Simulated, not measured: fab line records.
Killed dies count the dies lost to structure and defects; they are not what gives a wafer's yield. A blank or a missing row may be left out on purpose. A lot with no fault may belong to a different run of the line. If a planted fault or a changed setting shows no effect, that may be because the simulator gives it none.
Lot-split experiment | flow n5Finfet | 7 lots, 21 wafers read, on a route of 1938 steps

## ABOUT THE SPLIT
At N5_BEOL_M5_HM_DEP_02 (deposits TiN, target thk 20 nm), the setting targetThkA was moved away from the recipe's 200 angstrom on 6 of the 21 wafers read, by -10.8% to +4.4%. The other wafers ran this setting at the recipe's value.

## FROM THE SPLIT TO THE READING: what the file shows between them, 10 steps
- N5_BEOL_M5_COAT_60: time 60 s, resist thk 12 nm (also split here: spinRpm)
- N5_BEOL_M5_COAT_71: time 60 s, resist thk 5 nm
- N5_BEOL_M5_COAT_05: resist thk 30 nm
- N5_BEOL_M5_DESCUM_16: chemistry O2, time 7 s
- N5_BEOL_M5_ETCH_72: etches underlayer in N2/H2, target depth 6.5 nm, time 5.2 s
- N5_BEOL_M5_ETCH_61: etches SiARC in CF4, target depth 15.6 nm, time 26 s
- N5_BEOL_M5_ETCH_62: etches SOC in N2/H2, target depth 75 nm, overetch 15 nm, time 112.5 s
- N5_BEOL_M5_STRIP_63: strips in N2/H2
- N5_BEOL_M5_STRIP_73: strips in N2/H2
- N5_BEOL_M5_STRIP_64: strips in CF4

## THE READING
etch.depthNm (the simulator's own value, which no gauge read), in nm, at N5_BEOL_M5_HM_OPEN_17 (chemistry Cl2/BCl3, target TiN, target depth 20 nm, overetch 6 nm). No usual value for it is given in the file. Across the 15 wafers here that went through the recipe, the average is 20.03 nm and the standard deviation 0.19 nm.

wafer  | tool, chamber at the split | targetThkA as run, angstrom | against the recipe | etch.depthNm, nm | against lot-mates on the recipe
L075.3 | pvdSputter-03, -           | 193.1                       | -3.4%              | 19.17            | -0.52
L075.4 | pvdSputter-03, -           | 200                         | recipe             | 19.81            | -
L075.5 | pvdSputter-03, -           | 200                         | recipe             | 19.57            | -
L077.1 | pvdSputter-03, -           | 200                         | recipe             | 20.09            | -
L077.3 | pvdSputter-03, -           | 200                         | recipe             | 20.06            | -
L077.5 | pvdSputter-03, -           | 200                         | recipe             | 20.04            | -
L080.1 | pvdSputter-02, -           | 200                         | recipe             | 20.07            | -
L080.3 | pvdSputter-02, -           | 200                         | recipe             | 20.06            | -
L080.4 | pvdSputter-02, -           | 200                         | recipe             | 20               | -
L082.3 | pvdSputter-03, -           | 178.5                       | -10.8%             | 17.62            | -2.32
L082.4 | pvdSputter-03, -           | 200                         | recipe             | 19.94            | -
L082.5 | pvdSputter-03, -           | 178.5                       | -10.8%             | 18.04            | -1.90
L087.4 | pvdSputter-01, -           | 200                         | recipe             | 20.31            | -
L087.5 | pvdSputter-01, -           | 200                         | recipe             | 20.16            | -
L087.6 | pvdSputter-01, -           | 200                         | recipe             | 20.41            | -
L091.2 | pvdSputter-02, -           | 185.8                       | -7.1%              | 18.72            | -1.20
L091.3 | pvdSputter-02, -           | 200                         | recipe             | 19.9             | -
L091.4 | pvdSputter-02, -           | 200                         | recipe             | 19.95            | -
L090.3 | pvdSputter-03, -           | 200                         | recipe             | 20.02            | -
L090.4 | pvdSputter-03, -           | 208.9                       | +4.4%              | 21.14            | +1.12
L090.6 | pvdSputter-03, -           | 208.9                       | +4.4%              | 20.65            | +0.63

FIT RESULTS
A straight line over all 21 wafers: etch.depthNm changes by +0.201 nm for each +1% of targetThkA; r = +0.97; the points scatter about the line by 0.2 nm.
The same after taking each lot's own level away (the mean of its wafers on the recipe; 21 wafers): +0.191 nm for each +1%; r = +0.99; scatter 0.13 nm.
On that fit, the largest move of targetThkA shifts the reading by 2.1 nm.
From 19.690 to 20.293 nm: that is the span of the lots' own levels, equal to 3.2 times the standard deviation above.
Hence the lot-to-lot level has little effect on the slope; both slopes agree.
Check: -1.9 nm against its lot-mates is what the line predicts for one of the wafers moved furthest among these (-10.8%) when that wafer is left out of the fit. It came out at -2.32 nm against them.

## FURTHER SPLITS ON THESE WAFERS
These wafers also went through other splits before the reading. Each is held against what the fit with the lots' levels taken away leaves over:
other split on the same wafers    | wafers away from the commonest value | r with etch.depthNm (lot level and that fit taken away)
N5_BEOL_M3_EXPOSE_08 doseMj       | 5                                    | +0.02
N5_BEOL_M3_TRENCH_ETCH_37 sourceW | 10                                   | -0.01
N5_BEOL_M3_ETCH_41 targetDepthA   | 5                                    | +0.25
N5_BEOL_M5_COAT_60 spinRpm        | 6                                    | -0.20

## THE WHOLE CHAIN: every reading that the file lists as answering this split, in the file's order
step                  | what it does                                                      | reading                                                                         | change (the file's fit)               | r (the file's)
N5_BEOL_M5_HM_DEP_02  | deposits TiN, target thk 20 nm                                    | TiN_of_BEOL_M5_HM_DEP_02.thkNm (the simulator's own value, which no gauge read) | +0.188 nm for each +1% of the setting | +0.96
N5_BEOL_M5_HM_OPEN_17 | chemistry Cl2/BCl3, target TiN, target depth 20 nm, overetch 6 nm | etch.depthNm (the simulator's own value, which no gauge read)                   | +0.187 nm for each +1% of the setting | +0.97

## FILE'S OWN FIT
etch.depthNm changes by +0.187 nm for each +1% of targetThkA, r = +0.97.
